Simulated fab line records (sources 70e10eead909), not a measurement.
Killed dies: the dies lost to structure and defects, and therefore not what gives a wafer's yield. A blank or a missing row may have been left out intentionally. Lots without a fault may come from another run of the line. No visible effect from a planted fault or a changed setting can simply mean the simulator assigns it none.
fab line records	flow nand-harc
record lots=5	wafers=15	last-day=23
route steps=1159 shown THIN_TSV@1120
lots with no fault: from the same line, run without faults
start-h: the number of hours between the record's first day and the start of the first shown wafer of the lot	wait-h: hours from the lot's prior step to this one	" same as the row above	L1.1+2: a single row standing in for several wafers	- no value, or no start was given	* or withheld: withheld	< > ~ a bound
route shown NAME@n: NAME is a module with steps in the file, n the number in the route of the first one	usual: the fault-free wafers' mean and standard deviation	same: alike in all rows	chamber/n: place in a boat	sites: each site's reading	_std_site: the standard deviation of these	_edge_site: outer sites' mean less inner sites'	radius-mm: for every site, how far away it sits from the centre of the wafer	mask NAME#n: copy n	behind: the tool/chamber that last shaped the wafer	hold: the reason the lot was held/the length of the hold in hours/how it ended	device: which transistor (n, p or np) failed to switch	end of line: the route-end tests of the same wafers	where a step has no rows: the recipe by itself	killed: dies lost to structure and defects at the first sort, not the wafer's yield	map: the dies of a wafer, with x for killed, . for not killed, _ for no die there
set.NAME: setting as actually run; set.NAME@STEP: the setting as run at that earlier step	model.NAME: the simulator's own value behind a step, which no gauge read
certain route steps with their lots: each step a table, each wafer a row
services: a tool's chamber out of use, with start hour (start-h, from the record's first day; less than 0 if before it), hours out, and reason
## steps
# step NHARC_THIN_TSV_ETCH_15
# recipe target-depth-a=30000	bosch-target-overetch-cycles=2	bosch-etch-step-s=2.8	bosch-dep-step-s=1.2	bosch-cycles=14
# usual drypump-motor-current-A=6.01/0.29
# same bosch-dep-step-s=1.2	bosch-etch-step-s=2.8
lot.wafer	tool	chamber	start-h	wait-h	drypump-motor-current-A	rf-hours-counter-h
L075.2	rie-si-02	0	433.06	-	6.35	0.3
L075.6	"	1	"	"	5.37	-
L075.5	"	2	"	"	5.82	-
L084.1	rie-si-05	3	480.51	-	5.97	0.6
L084.2	"	1	"	"	6.09	0.7
L084.5	"	0	"	"	6.34	-
L086.4	rie-si-05	1	496.72	-	6.08	0.9
L086.2	"	2	"	"	6.13	0.6
L086.5	"	0	"	"	6.32	-
L087.1	rie-si-04	2	503.67	-	5.45	0.4
L087.4	"	3	"	"	6.12	0.3
L087.2	"	0	"	"	5.93	0.4
L091.3	rie-si-04	3	527.75	-	6.11	0.5
L091.1	"	1	"	"	6.05	0.6
L091.5	"	0	"	"	5.89	-
# step NHARC_THIN_TSV_CD_MEAS_16
# usual cd-nm=998.7/2.9
lot.wafer	tool	chamber	start-h	wait-h	cd-nm
L075.2	cd-sem-01	-	433.17	0.1	999.5
L075.5	"	-	"	"	996.7
L075.6	"	-	"	"	998.5
L084.1	cd-sem-03	-	480.65	0.1	995.5
L084.2	"	-	"	"	996.6
L084.5	"	-	"	"	995.6
L086.2	cd-sem-02	-	496.85	0.1	997.4
L086.4	"	-	"	"	1002.0
L086.5	"	-	"	"	998.1
L087.1	cd-sem-03	-	503.80	0.1	999.2
L087.2	"	-	"	"	999.2
L087.4	"	-	"	"	992.8
L091.1	cd-sem-01	-	527.89	0.1	997.8
L091.3	"	-	"	"	1005.7
L091.5	"	-	"	"	1003.9
# step NHARC_THIN_TSV_STRIP_45
# recipe power-w=1500	temp-c=250	chemistry=O2
# usual drypump-motor-current-A=5.5/0.31	heater-power-w=341/21	rf-refl-power-W=19/5.3	temp-c=250.01/0.17
lot.wafer	tool	chamber	start-h	wait-h	drypump-motor-current-A	heater-power-w	rf-hours-counter-h	rf-refl-power-W	temp-c
L075.2	plasma-asher-02	1	433.28	0.1	5.1	357	19	-	249.80
L075.5	"	0	"	"	6.0	336	-	-	249.81
L075.6	"	1	"	"	5.1	361	-	-	250.13
L084.2	plasma-asher-01	1	480.73	0.1	5.3	310	8	17	250.02
L084.1	"	0	"	"	5.7	363	8	21	249.85
L084.5	"	0	"	"	5.7	365	-	21	249.76
L086.2	plasma-asher-01	1	496.97	0.1	5.3	309	13	16	250.01
L086.4	"	0	"	"	5.7	369	-	21	249.78
L086.5	"	1	"	"	5.3	315	-	17	249.97
L087.2	plasma-asher-02	0	503.89	0.1	6.0	334	42	-	249.65
L087.1	"	1	"	"	5.1	340	42	-	249.97
L087.4	"	1	"	"	5.1	347	-	-	250.01
L091.1	plasma-asher-02	0	527.97	0.1	6.0	341	51	31	249.97
L091.3	"	0	"	"	5.9	341	-	31	250.06
L091.5	"	0	"	"	5.9	338	-	32	250.04
# step NHARC_THIN_TSV_STRIP_46
# recipe time-s=1200	temp-c=72.5	chemistry=post-etch-residue-remover
# usual temp-c=72.50/0.12
lot.wafer	tool	chamber	start-h	wait-h	temp-c
L075.2	wet-bench-10	3	433.58	0.3	72.59
L075.5	"	7	"	"	72.60
L075.6	"	0	"	"	72.44
L084.5	wet-bench-08	7	481.08	0.1	72.33
L084.1	"	2	"	"	72.39
L084.2	"	4	"	"	72.60
L086.4	wet-bench-08	1	497.28	0.2	72.52
L086.2	"	2	"	"	72.63
L086.5	"	4	"	"	72.58
L087.2	wet-bench-10	5	504.24	0.3	72.38
L087.4	"	7	"	"	72.61
L087.1	"	2	"	"	72.77
L091.1	wet-bench-08	6	528.32	0.3	72.45
L091.3	"	0	"	"	72.45
L091.5	"	3	"	"	72.47
# step NHARC_THIN_TSV_DEP_47
# recipe target-thk-a=2000	temp-c=withheld	pressure-torr=6.5	rf-w=900	teos-flow-sccm=161.4	flow-sccm=2650	target-thk-nm=200	gas=O2	material=SiO2
# usual chamber-pressure-Torr=6.498/0.015	throttle-valve-pct=16.1/0.46
lot.wafer	tool	chamber	start-h	wait-h	chamber-pressure-Torr	throttle-valve-pct
L075.2	pecvd-04	2	434.09	-	6.489	16.2
L075.5	"	2	"	"	6.534	15.7
L075.6	"	0	"	"	6.500	15.9
L084.1	pecvd-01	0	481.53	-	6.475	15.4
L084.2	"	2	"	"	6.497	16.5
L084.5	"	0	"	"	6.467	15.4
L086.2	pecvd-02	1	497.77	-	6.516	15.9
L086.4	"	1	"	"	6.488	15.5
L086.5	"	2	"	"	6.493	16.7
L087.2	pecvd-01	0	504.76	-	6.485	15.5
L087.1	"	2	"	"	6.521	16.4
L087.4	"	0	"	"	6.496	15.2
L091.3	pecvd-04	2	528.83	-	6.496	16.3
L091.1	"	0	"	"	6.511	16.0
L091.5	"	1	"	"	6.497	15.3
# step NHARC_THIN_TSV_ETCHBACK_48
# recipe target-depth-a=10285	over-etch-frac=0.3	time-s=405.17	ion-energy-ev=250	c4f8-flow-sccm=withheld	ar-flow-sccm=withheld	rf-w=600	bias-w=300	chemistry=C4F8/Ar
# usual oes-product-au=0.97/0.037	rf-vpp-V=547/3.5
lot.wafer	tool	chamber	start-h	wait-h	oes-product-au	rf-hours-counter-h	rf-vpp-V
L075.2	rie-diel-07	2	434.52	-	0.99	1	543
L075.6	"	0	"	"	1.02	-	550
L075.5	"	1	"	"	1.01	-	551
L084.1	rie-diel-07	2	481.96	-	1.00	5	546
L084.2	"	3	"	"	1.00	4	543
L084.5	"	2	"	"	1.00	-	544
L086.4	rie-diel-08	1	498.13	-	0.99	0	543
L086.2	"	3	"	"	1.00	1	547
L086.5	"	2	"	"	1.01	-	551
L087.2	rie-diel-07	2	505.21	-	0.92	7	545
L087.1	"	3	"	"	0.91	6	544
L087.4	"	0	"	"	0.92	-	550
L091.3	rie-diel-07	1	529.26	-	1.01	7	552
L091.1	"	2	"	"	0.93	9	546
L091.5	"	0	"	"	0.94	-	550
# step NHARC_THIN_TSV_STRIP_62
# recipe power-w=1500	temp-c=250	time-s=20	chemistry=N2/H2
# usual drypump-motor-current-A=5.5/0.32	heater-power-w=341/20	rf-refl-power-W=20/6.9	temp-c=249.99/0.16
lot.wafer	tool	chamber	start-h	wait-h	drypump-motor-current-A	heater-power-w	rf-hours-counter-h	rf-refl-power-W	temp-c
L075.2	plasma-asher-02	0	434.83	-	6.0	337	20	32	250.23
L075.5	"	1	"	"	5.1	351	-	11	250.30
L075.6	"	0	"	"	6.0	343	-	32	250.25
L084.1	plasma-asher-01	1	482.28	-	5.3	311	8	15	250.24
L084.2	"	0	"	"	5.7	361	8	21	249.85
L084.5	"	0	"	"	5.7	370	-	20	249.82
L086.2	plasma-asher-02	0	498.48	-	6.0	348	41	31	249.78
L086.4	"	1	"	"	5.1	355	-	13	249.96
L086.5	"	1	"	"	5.1	362	-	11	250.02
L087.2	plasma-asher-02	1	505.59	-	5.1	357	43	12	250.30
L087.1	"	0	"	"	6.0	345	43	31	250.04
L087.4	"	0	"	"	6.0	333	-	31	249.97
L091.1	plasma-asher-02	1	529.81	-	5.1	357	52	-	249.73
L091.3	"	1	"	"	5.1	357	-	-	250.17
L091.5	"	1	"	"	5.1	359	-	-	250.06
# step NHARC_THIN_TSV_DEGAS_49
# recipe temp-c=300	time-s=120
# usual heater-power-w=470/59
lot.wafer	tool	chamber	start-h	wait-h	heater-power-w
L075.2	pvd-sputter-02	-	434.98	0.1	566
L075.5	"	-	"	"	569
L075.6	"	-	"	"	397
L084.2	pvd-sputter-02	-	482.47	0.1	392
L084.1	"	-	"	"	495
L084.5	"	-	"	"	394
L086.4	pvd-sputter-02	-	498.66	0.1	404
L086.2	"	-	"	"	589
L086.5	"	-	"	"	479
L087.4	pvd-sputter-02	-	505.76	0.1	566
L087.2	"	-	"	"	419
L087.1	"	-	"	"	487
L091.1	pvd-sputter-01	-	529.95	0.1	412
L091.3	"	-	"	"	463
L091.5	"	-	"	"	470
# step NHARC_THIN_TSV_PRE_CLEAN_50
# recipe time-s=30	temp-c=280	gas=H2/He
# usual heater-power-w=415/55
lot.wafer	tool	chamber	start-h	wait-h	heater-power-w
L075.2	pvd-sputter-02	-	-	-	505
L075.6	"	-	"	"	502
L075.5	"	-	"	"	501
L084.2	pvd-sputter-02	-	-	-	349
L084.1	"	-	"	"	434
L084.5	"	-	"	"	489
L086.2	pvd-sputter-02	-	-	-	516
L086.4	"	-	"	"	429
L086.5	"	-	"	"	495
L087.4	pvd-sputter-02	-	-	-	503
L087.2	"	-	"	"	351
L087.1	"	-	"	"	426
L091.3	pvd-sputter-01	-	-	-	386
L091.1	"	-	"	"	368
L091.5	"	-	"	"	362
# step NHARC_THIN_TSV_PVD_19
# recipe target-thk-a=200	chamber-pressure-pa=5	material=TaN
# usual throttle-valve-pct=30.6/0.77
lot.wafer	tool	chamber	start-h	wait-h	throttle-valve-pct
L075.2	pvd-sputter-02	-	-	-	31.5
L075.5	"	-	"	"	30.1
L075.6	"	-	"	"	29.2
L084.1	pvd-sputter-02	-	-	-	29.2
L084.2	"	-	"	"	31.4
L084.5	"	-	"	"	30.2
L086.2	pvd-sputter-02	-	-	-	30.6
L086.4	"	-	"	"	30.2
L086.5	"	-	"	"	29.1
L087.4	pvd-sputter-02	-	-	-	31.5
L087.1	"	-	"	"	30.2
L087.2	"	-	"	"	29.3
L091.1	pvd-sputter-01	-	-	-	30.8
L091.3	"	-	"	"	31.5
L091.5	"	-	"	"	30.7
# step NHARC_THIN_TSV_PVD_51
# recipe target-thk-a=1000	chamber-pressure-pa=5	material=Cu
# usual throttle-valve-pct=30.5/0.75
lot.wafer	tool	chamber	start-h	wait-h	throttle-valve-pct
L075.2	pvd-sputter-02	-	-	-	29.1
L075.5	"	-	"	"	30.8
L075.6	"	-	"	"	30.1
L084.2	pvd-sputter-02	-	-	-	30.5
L084.1	"	-	"	"	30.1
L084.5	"	-	"	"	29.1
L086.2	pvd-sputter-02	-	-	-	30.4
L086.4	"	-	"	"	30.3
L086.5	"	-	"	"	30.5
L087.4	pvd-sputter-02	-	-	-	30.2
L087.2	"	-	"	"	29.1
L087.1	"	-	"	"	31.3
L091.3	pvd-sputter-01	-	-	-	31.1
L091.1	"	-	"	"	31.4
L091.5	"	-	"	"	30.7
# step NHARC_THIN_TSV_ECD_20
# recipe target-thk-a=20000	material=Cu
lot.wafer	tool	chamber	start-h	wait-h
L075.2+5+6	ecd-cu-02	1,1,0	435.44	-
L084.2+1+5	ecd-cu-01	0,1,0	482.93	-
L086.2+4+5	ecd-cu-01	0,0,1	499.11	-
L087.2+1+4	ecd-cu-02	0,1,1	506.22	-
L091.1+3+5	ecd-cu-01	1,1,0	530.42	-
# step NHARC_THIN_TSV_ANNEAL_52
# recipe temp-c=225	time-s=90
# usual anneal-temp-c-max=226.3/0.37	wafer_temp_C_max=226.1/0.31
lot.wafer	tool	chamber	start-h	wait-h	anneal-temp-c-max	wafer_temp_C_max
L075.2	rtp-anneal-02	0	436.21	0.7	226.4	226.1
L075.5	"	0	"	"	226.7	226.3
L075.6	"	0	"	"	227.0	226.0
L084.1	rtp-anneal-01	0	483.80	0.7	226.6	226.3
L084.2	"	0	"	"	225.3	226.3
L084.5	"	0	"	"	226.0	226.0
L086.2	rtp-anneal-01	0	499.90	0.7	225.8	226.6
L086.4	"	0	"	"	226.1	226.3
L086.5	"	0	"	"	226.5	226.5
L087.1	rtp-anneal-02	0	506.95	0.5	226.0	225.7
L087.2	"	0	"	"	226.5	225.6
L087.4	"	0	"	"	226.8	226.1
L091.1	rtp-anneal-02	0	531.17	0.7	226.3	225.6
L091.3	"	0	"	"	227.1	225.9
L091.5	"	0	"	"	226.4	225.8
# step NHARC_THIN_TSV_CMP_21
# recipe t-overpolish-s=30	target-thk-nm=2000
# usual motor-current-A=12.2/1.2	overpolish-run-s=29.999/0.0089	slurry-flow-ml-min=150.0/0.42
lot.wafer	tool	chamber	start-h	wait-h	motor-current-A	overpolish-run-s	slurry-flow-ml-min
L075.2	cmp-02	1	436.59	-	13.7	30.002	149.6
L075.6	"	2	"	"	11.9	29.996	150.0
L075.5	"	3	"	"	11.8	29.999	150.3
L084.1	cmp-02	3	484.18	-	11.6	29.991	149.7
L084.2	"	0	"	"	9.3	30.027	149.5
L084.5	"	3	"	"	12.7	30.008	149.9
L086.2	cmp-02	1	500.19	-	13.9	30.002	149.8
L086.4	"	2	"	"	12.6	30.011	149.8
L086.5	"	1	"	"	14.2	29.995	149.8
L087.2	cmp-02	0	507.29	-	10.1	29.993	150.1
L087.4	"	1	"	"	13.6	29.997	150.0
L087.1	"	3	"	"	12.6	29.994	149.7
L091.1	cmp-01	3	531.52	-	12.4	29.993	150.2
L091.3	"	1	"	"	12.8	29.987	149.3
L091.5	"	3	"	"	12.3	29.994	149.6
# step NHARC_THIN_TSV_SRD_23
lot.wafer	tool	chamber	start-h	wait-h
L075.5+6+2	wet-bench-10	2,3,4	436.86	0.0
L084.1+5+2	wet-bench-08	4,5,7	484.53	0.0
L086.4+2+5	wet-bench-08	3,6,7	500.55	0.0
L087.2+4+1	wet-bench-08	3,4,7	507.65	0.0
L091.5+1+3	wet-bench-08	1,4,5	531.88	0.0
# step NHARC_THIN_TSV_DEGAS_53
# recipe temp-c=300	time-s=60
# usual heater-power-w=468/58
lot.wafer	tool	chamber	start-h	wait-h	heater-power-w
L075.2	pvd-sputter-01	-	436.99	0.1	412
L075.6	"	-	"	"	461
L075.5	"	-	"	"	443
L084.2	pvd-sputter-01	-	484.62	0.1	437
L084.1	"	-	"	"	408
L084.5	"	-	"	"	474
L086.4	pvd-sputter-01	-	500.69	0.1	403
L086.2	"	-	"	"	413
L086.5	"	-	"	"	407
L087.4	pvd-sputter-01	-	507.75	0.1	416
L087.1	"	-	"	"	474
L087.2	"	-	"	"	411
L091.1	pvd-sputter-02	-	532.00	0.1	558
L091.3	"	-	"	"	580
L091.5	"	-	"	"	474
# step NHARC_THIN_TSV_PRE_CLEAN_54
# recipe time-s=30	temp-c=280	gas=H2/He
# usual heater-power-w=410/50
lot.wafer	tool	chamber	start-h	wait-h	heater-power-w
L075.2	pvd-sputter-01	-	437.07	0.1	413
L075.6	"	-	"	"	387
L075.5	"	-	"	"	349
L084.2	pvd-sputter-01	-	484.70	0.1	361
L084.1	"	-	"	"	408
L084.5	"	-	"	"	364
L086.4	pvd-sputter-01	-	500.78	0.1	407
L086.2	"	-	"	"	370
L086.5	"	-	"	"	357
L087.1	pvd-sputter-01	-	507.83	0.1	367
L087.4	"	-	"	"	366
L087.2	"	-	"	"	377
L091.1	pvd-sputter-02	-	532.08	0.1	510
L091.3	"	-	"	"	357
L091.5	"	-	"	"	424
# step NHARC_THIN_TSV_PVD_55
# recipe target-thk-a=500	material=TiN
lot.wafer	tool	chamber	start-h	wait-h
L075.2+5+6	pvd-sputter-01	-	437.15	0.1
L084.2+1+5	pvd-sputter-01	-	484.78	0.1
L086.4+2+5	pvd-sputter-01	-	500.84	0.1
L087.2+4+1	pvd-sputter-01	-	507.92	0.1
L091.3+1+5	pvd-sputter-02	-	532.16	0.1
# step NHARC_THIN_TSV_PVD_24
# recipe target-thk-a=8000	power-w=withheld	chamber-pressure-pa=withheld	substrate-temp-c=withheld	time-s=withheld	gas=Ar	material=Al
lot.wafer	tool	chamber	start-h	wait-h
L075.2+5+6	pvd-sputter-01	-	437.31	0.1
L084.2+1+5	pvd-sputter-01	-	484.91	0.1
L086.2+4+5	pvd-sputter-01	-	500.99	0.1
L087.4+1+2	pvd-sputter-01	-	508.08	0.1
L091.1+3+5	pvd-sputter-02	-	532.34	0.1
# step NHARC_THIN_TSV_DEHYDRATE_25
# recipe temp-c=150	time-s=120
lot.wafer	tool	chamber	start-h	wait-h
L075.2+5+6	litho-track-07	0	437.67	-
L084.1+2+5	litho-track-03	0	485.33	-
L086.2+4+5	litho-track-07	0	501.40	-
L087.1+2+4	litho-track-03	0	508.52	-
L091.1+3+5	litho-track-02	0	532.72	-
# step NHARC_THIN_TSV_HMDS_26
# recipe time-s=30
lot.wafer	tool	chamber	start-h	wait-h
L075.2+5+6	litho-track-07	0	-	-
L084.1+2+5	litho-track-03	0	-	-
L086.2+4+5	litho-track-07	0	-	-
L087.1+2+4	litho-track-03	0	-	-
L091.1+3+5	litho-track-02	0	-	-
# step NHARC_THIN_TSV_COAT_27
# recipe spin-rpm=*
lot.wafer	tool	chamber	start-h	wait-h
L075.2+5+6	litho-track-07	0	-	-
L084.1+2+5	litho-track-03	0	-	-
L086.2+4+5	litho-track-07	0	-	-
L087.1+2+4	litho-track-03	0	-	-
L091.1+3+5	litho-track-02	0	-	-
# step NHARC_THIN_TSV_SOFTBAKE_28
# recipe temp-c=122	time-s=95
lot.wafer	tool	chamber	start-h	wait-h
L075.2+5+6	litho-track-07	0	-	-
L084.1+2+5	litho-track-03	0	-	-
L086.2+4+5	litho-track-07	0	-	-
L087.1+2+4	litho-track-03	0	-	-
L091.1+3+5	litho-track-02	0	-	-
# step NHARC_THIN_TSV_EBR_29
lot.wafer	tool	chamber	start-h	wait-h
L075.2+5+6	litho-track-07	0	-	-
L084.1+2+5	litho-track-03	0	-	-
L086.2+4+5	litho-track-07	0	-	-
L087.1+2+4	litho-track-03	0	-	-
L091.1+3+5	litho-track-02	0	-	-
# step NHARC_THIN_TSV_EXPOSE_30
# recipe na=0.55	dose-mj=11.47	mask-id=PAD
lot.wafer	tool	chamber	start-h	wait-h	mask
L075.2+5+6	krf-scanner-04	0	437.95	-	PAD#0
L084.1+2+5	krf-scanner-04	0	485.60	-	PAD#0
L086.2+4+5	krf-scanner-04	0	501.68	-	PAD#0
L087.1+2+4	krf-scanner-04	0	508.67	-	PAD#0
L091.1+3+5	krf-scanner-03	0	532.99	-	PAD#0
# step NHARC_THIN_TSV_PEB_31
# recipe peb-temp-c=118	peb-time-s=85
lot.wafer	tool	chamber	start-h	wait-h
L075.2+5+6	litho-track-07	0	438.01	0.1
L084.1+2+5	litho-track-07	0	485.67	0.1
L086.2+4+5	litho-track-07	0	501.75	0.1
L087.1+2+4	litho-track-07	0	508.74	0.1
L091.1+3+5	litho-track-07	0	533.05	0.1
# step NHARC_THIN_TSV_DEVELOP_32
# recipe time-s=70
lot.wafer	tool	chamber	start-h	wait-h
L075.2+5+6	litho-track-07	0	-	-
L084.1+2+5	litho-track-07	0	-	-
L086.2+4+5	litho-track-07	0	-	-
L087.1+2+4	litho-track-07	0	-	-
L091.1+3+5	litho-track-07	0	-	-
# step NHARC_THIN_TSV_CD_MEAS_33
# recipe target-cd-nm=5000	landing-energy-ev=500
# usual cd-nm=5000.1/2.7
lot.wafer	tool	chamber	start-h	wait-h	cd-nm
L075.2	cd-sem-02	0	438.10	-	5000.3
L075.5	"	0	"	"	4996.3
L075.6	"	0	"	"	4998.2
L084.1	cd-sem-01	0	485.76	-	4997.4
L084.2	"	0	"	"	4998.7
L084.5	"	0	"	"	4999.4
L086.2	cd-sem-02	0	501.84	-	5000.5
L086.4	"	0	"	"	4999.9
L086.5	"	0	"	"	4999.0
L087.1	cd-sem-02	0	508.83	-	4998.9
L087.2	"	0	"	"	5000.0
L087.4	"	0	"	"	5000.3
L091.1	cd-sem-03	0	533.15	-	4998.4
L091.3	"	0	"	"	4997.9
L091.5	"	0	"	"	5002.2
# step NHARC_THIN_TSV_HARDBAKE_34
# recipe temp-c=125	time-s=80
lot.wafer	tool	chamber	start-h	wait-h
L075.2+5+6	litho-track-03	0	438.18	-
L084.1+2+5	litho-track-07	0	485.84	-
L086.2+4+5	litho-track-02	0	501.92	-
L087.1+2+4	litho-track-03	0	508.91	-
L091.1+3+5	litho-track-07	0	533.23	-
# step NHARC_THIN_TSV_DESCUM_35
# recipe time-s=3	o2-flow-sccm=200	ar-flow-sccm=0	bias-power-w=0	chemistry=O2
# usual drypump-motor-current-A=5.9/0.52	oes-product-au=1.003/0.013	rf-vpp-V=57.9/0.79	showerhead-plenum-p-Torr=1.92/0.086	throttle-valve-pct=11.312/0.0097
lot.wafer	tool	chamber	start-h	wait-h	drypump-motor-current-A	oes-product-au	rf-hours-counter-h	rf-vpp-V	showerhead-plenum-p-Torr	throttle-valve-pct
L075.2	rie-diel-08	2	438.28	-	6.1	1.002	16	58.6	2.01	11.306
L075.6	"	0	"	"	5.5	1.004	-	58.1	1.83	11.311
L075.5	"	1	"	"	5.4	0.997	-	57.0	1.81	11.313
L084.2	rie-diel-10	2	485.92	-	6.3	1.042	9	58.9	2.04	11.323
L084.1	"	0	"	"	6.6	1.013	7	57.8	1.79	11.306
L084.5	"	2	"	"	6.3	1.039	-	59.0	2.04	11.304
L086.4	rie-diel-08	3	502.01	-	5.7	0.992	1	58.0	1.94	11.320
L086.2	"	1	"	"	5.4	0.979	1	58.9	1.81	11.305
L086.5	"	3	"	"	5.7	0.985	-	56.8	1.94	11.302
L087.4	rie-diel-08	0	508.99	-	5.5	0.988	1	60.0	1.83	11.302
L087.1	"	1	"	"	5.4	0.994	1	58.4	1.81	11.305
L087.2	"	3	"	"	5.7	0.996	1	57.8	1.94	11.307
L091.1	rie-diel-08	3	533.31	-	5.7	1.006	5	58.2	1.94	11.306
L091.3	"	1	"	"	5.4	0.973	4	59.2	1.80	11.308
L091.5	"	3	"	"	5.7	1.003	-	57.8	1.94	11.320
# step NHARC_THIN_TSV_ETCH_59
# recipe target-depth-a=8800	icp-w=900	bias-w=100	Cl2_flow_sccm=60	bcl3-flow-sccm=30	time-s=138.1	chemistry=Cl2/BCl3
# usual drypump-motor-current-A=5.9/0.38	oes-product-au=0.998/0.013	throttle-valve-pct=22.264/0.0091
lot.wafer	tool	chamber	start-h	wait-h	drypump-motor-current-A	oes-product-au	rf-hours-counter-h	throttle-valve-pct
L075.2	rie-metal-03	0	438.38	0.1	5.8	1.001	3.7	22.259
L075.6	"	0	"	"	5.8	1.003	-	22.274
L075.5	"	1	"	"	6.1	0.997	-	22.265
L084.1	rie-metal-01	0	486.05	0.1	6.0	0.971	4.9	22.265
L084.2	"	1	"	"	5.7	1.002	3.5	22.254
L084.5	"	1	"	"	5.7	1.002	-	22.256
L086.2	rie-metal-03	0	502.16	0.1	5.8	1.012	0.9	22.254
L086.4	"	0	"	"	5.8	1.017	-	22.274
L086.5	"	1	"	"	6.1	0.989	-	22.268
L087.1	rie-metal-02	1	509.11	0.1	6.7	1.001	3.0	22.259
L087.2	"	0	"	"	5.4	0.992	3.0	22.268
L087.4	"	1	"	"	6.7	1.008	-	22.258
L091.1	rie-metal-03	1	533.47	0.2	6.1	0.990	1.8	22.258
L091.3	"	1	"	"	6.1	0.990	-	22.266
L091.5	"	1	"	"	6.1	0.989	-	22.253
# step NHARC_THIN_TSV_ETCH_36
# recipe target-depth-a=650	over-etch-frac=0.3	time-s=18.571	ion-energy-ev=150	chemistry=Cl2/BCl3
# usual drypump-motor-current-A=5.9/0.38	oes-product-au=0.997/0.013
lot.wafer	tool	chamber	start-h	wait-h	drypump-motor-current-A	oes-product-au	rf-hours-counter-h
L075.2	rie-metal-03	1	438.65	0.2	6.1	0.986	3.8
L075.5	"	0	"	"	5.8	1.002	-
L075.6	"	1	"	"	6.1	0.977	-
L084.1	rie-metal-01	0	486.31	0.2	6.0	0.980	5.0
L084.2	"	1	"	"	5.7	1.010	3.7
L084.5	"	1	"	"	5.7	1.007	-
L086.2	rie-metal-03	1	502.38	0.2	6.1	0.984	1.0
L086.4	"	1	"	"	6.1	0.981	-
L086.5	"	1	"	"	6.1	0.977	-
L087.2	rie-metal-02	1	509.37	0.2	6.7	1.008	3.2
L087.1	"	0	"	"	5.4	0.993	3.2
L087.4	"	0	"	"	5.4	0.994	-
L091.1	rie-metal-03	1	533.69	0.2	6.1	0.995	1.9
L091.3	"	1	"	"	6.1	0.981	-
L091.5	"	1	"	"	6.1	0.989	-
# step NHARC_THIN_TSV_STRIP_56
# recipe power-w=1500	temp-c=250	chemistry=O2
# usual drypump-motor-current-A=5.5/0.32	heater-power-w=341/21	rf-refl-power-W=20/5.7	temp-c=250.00/0.18
lot.wafer	tool	chamber	start-h	wait-h	drypump-motor-current-A	heater-power-w	rf-hours-counter-h	rf-refl-power-W	temp-c
L075.2	plasma-asher-02	0	438.92	0.3	5.9	337	21	-	250.10
L075.5	"	0	"	"	6.0	340	-	-	249.84
L075.6	"	1	"	"	5.1	347	-	-	249.86
L084.1	plasma-asher-01	1	486.40	0.1	5.3	308	10	17	250.28
L084.2	"	0	"	"	5.7	373	10	21	250.15
L084.5	"	0	"	"	5.7	364	-	21	250.03
L086.2	plasma-asher-01	1	502.53	0.1	5.3	312	15	17	250.02
L086.4	"	0	"	"	5.7	374	-	20	249.54
L086.5	"	1	"	"	5.3	310	-	16	250.13
L087.1	plasma-asher-01	1	509.49	0.1	5.3	317	18	17	249.95
L087.2	"	0	"	"	5.7	364	18	21	249.90
L087.4	"	0	"	"	5.7	375	-	21	250.33
L091.1	plasma-asher-01	1	533.84	0.1	5.3	313	27	16	250.04
L091.3	"	0	"	"	5.7	373	-	21	250.40
L091.5	"	0	"	"	5.6	356	-	21	250.24
# step NHARC_THIN_TSV_STRIP_57
# recipe time-s=1200	temp-c=72.5	chemistry=post-etch-residue-remover
# usual temp-c=72.51/0.12
lot.wafer	tool	chamber	start-h	wait-h	temp-c
L075.2	wet-bench-08	0	439.26	0.3	72.64
L075.6	"	4	"	"	72.54
L075.5	"	5	"	"	72.57
L084.5	wet-bench-08	1	486.75	0.1	72.58
L084.2	"	2	"	"	72.63
L084.1	"	3	"	"	72.56
L086.4	wet-bench-10	4	502.85	0.2	72.64
L086.5	"	5	"	"	72.49
L086.2	"	6	"	"	72.33
L087.2	wet-bench-10	6	509.84	0.3	72.22
L087.1	"	0	"	"	72.28
L087.4	"	3	"	"	72.87
L091.3	wet-bench-08	7	534.14	0.2	72.46
L091.5	"	2	"	"	72.43
L091.1	"	3	"	"	72.70
# step NHARC_THIN_TSV_CD_MEAS_37
# usual cd-nm=4999/3.6
lot.wafer	tool	chamber	start-h	wait-h	cd-nm
L075.2	cd-sem-03	-	439.71	-	4998
L075.5	"	-	"	"	4993
L075.6	"	-	"	"	4997
L084.1	cd-sem-01	-	487.20	-	4991
L084.2	"	-	"	"	4997
L084.5	"	-	"	"	4994
L086.2	cd-sem-03	-	503.35	-	4998
L086.4	"	-	"	"	5004
L086.5	"	-	"	"	4998
L087.1	cd-sem-01	-	510.34	-	4999
L087.2	"	-	"	"	4997
L087.4	"	-	"	"	4993
L091.1	cd-sem-01	-	534.59	-	4996
L091.3	"	-	"	"	5005
L091.5	"	-	"	"	5006
# step NHARC_THIN_TSV_ANNEAL_58
# recipe temp-c=400	time-s=1800
lot.wafer	tool	chamber	start-h	wait-h
L075.2+5+6	furnace-02	0	441.14	1.4
L084.1+2+5	furnace-02	0	490.69	3.5
L086.2+4+5	furnace-08	0	505.52	2.2
L087.1+2+4	furnace-02	0	513.34	3.0
L091.1+3+5	furnace-08	0	536.29	1.7
# step NHARC_THIN_TSV_INSPECT_40
# usual raw-defect-count=457/82
lot.wafer	tool	chamber	start-h	wait-h	raw-defect-count
L075.2	defect-inspect-02	-	442.60	0.4	357
L075.5	"	-	"	"	430
L075.6	"	-	"	"	407
L084.1	defect-inspect-02	-	492.14	0.4	514
L084.2	"	-	"	"	357
L084.5	"	-	"	"	454
L086.2	defect-inspect-02	-	506.96	0.4	372
L086.4	"	-	"	"	448
L086.5	"	-	"	"	391
L087.1	defect-inspect-01	-	514.77	0.4	420
L087.2	"	-	"	"	434
L087.4	"	-	"	"	389
L091.1	defect-inspect-02	-	537.73	0.4	553
L091.3	"	-	"	"	503
L091.5	"	-	"	"	499
## services
tool	chamber	start-h	hours	kind
rie-diel-07	1	415.73	2.8	repair
cmp-02	-	422.62	4.0	pm
wet-bench-10	-	423.20	8.0	pm
ecd-cu-01	-	434.72	1.8	repair
krf-scanner-04	-	438.81	0.3	repair
ecd-cu-01	-	448.03	8.0	pm
cmp-02	-	451.94	3.0	repair
rie-metal-03	-	453.00	9.0	pm
plasma-asher-01	-	453.62	9.0	pm
krf-scanner-04	-	458.62	0.9	repair
rie-diel-08	1	468.33	24.8	repair
plasma-asher-02	-	469.62	8.2	repair
krf-scanner-04	-	470.00	4.0	pm
rie-diel-08	-	478.87	9.0	pm
krf-scanner-04	-	482.88	2.2	repair
rie-diel-07	1	494.16	22.6	repair
plasma-asher-02	-	502.83	1.0	repair
cmp-02	-	511.02	1.5	repair
rie-diel-07	-	513.37	0.9	repair
pvd-sputter-01	-	514.05	10.0	pm
litho-track-02	-	515.01	7.0	pm
krf-scanner-04	-	515.86	0.3	repair
cmp-02	-	520.62	4.0	pm
cmp-02	-	525.62	2.3	repair
## key
fault none
